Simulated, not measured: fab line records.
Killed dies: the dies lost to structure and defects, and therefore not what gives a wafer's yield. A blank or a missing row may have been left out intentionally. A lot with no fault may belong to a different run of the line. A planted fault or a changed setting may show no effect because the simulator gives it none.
Chamber matching	flow nandHarc	4 sister chambers for NHARC_P_BONDPAD_ETCH_37 on rieDiel-07
The step etches the open film in N2/H2, target depth 60 nm, overetch 18 nm, time 65.91 s. 14 wafers are shown with their chamber, then 7 later ones without.

== WAFERS PAIRED WITH THEIR CHAMBERS ==
wafer	chamber	drypumpMotorCurrentA (A)	rfVppV (V)	oesProductAu (a.u.)
L076.2	0	5.8	433.7	0.968
L076.5	3	5.7	431.6	0.993
L076.6	2	6.1	426.9	0.995
L080.1	0	5.8	435.5	0.971
L080.4	2	6.1	427.3	0.987
L080.6	3	5.7	431.4	0.975
L082.1	1	5.0	432.1	0.990
L082.2	2	6.1	427.6	0.986
L082.4	3	5.7	431.1	0.982
L085.1	0	5.8	434.8	0.968
L085.5	1	5.0	431.6	0.981
L085.6	2	6.1	427.2	0.986
L092.1	1	5.0	433.4	1.013
L092.5	2	6.0	428.1	1.001

SIGNATURES (means of the wafers above)
reading	chamber 0	chamber 1	chamber 2	chamber 3	scatter within a chamber
drypumpMotorCurrentA	5.800	5.000	6.080	5.700	0.0283
rfVppV	434.667	432.367	427.420	431.367	0.658
oesProductAu	0.96900	0.99467	0.99100	0.98333	0.00947
Rule: a wafer lies at a distance from a chamber equal to the root of the sum of squares, over the readings, of (its reading less the chamber's mean, divided by the reading's scatter). The wafer belongs to the nearest chamber; if the next one is less than 2 further off, it can't be placed. The scatter: take each reading less its chamber's mean, square it, sum over the shown wafers, divide by the number of wafers less the number of chambers, and take the root.

== WAFERS MISSING THEIR CHAMBER ==
wafer	drypumpMotorCurrentA (A)	rfVppV (V)	oesProductAu (a.u.)
L092.6	5.6	431.2	0.987
L095.2	5.0	432.0	1.029
L095.3	5.8	434.5	0.985
L095.6	6.1	428.7	0.990
L096.1	5.7	433.4	0.990
L096.3	6.0	428.1	1.007
L096.6	5.9	432.8	1.003

== THE CHAMBER EACH PASSED THROUGH ==
wafer	from the rows above	in truth
L092.6	3	3
L095.2	1	1
L095.3	0	0
L095.6	2	2
L096.1	can't be placed: 3 or 0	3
L096.3	2	2
L096.6	can't be placed: 0 or 3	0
Correct placement for 5 of the 7. Not placeable from these rows: 2 (in 2, the candidates include the true chamber). 0 placed wrongly.
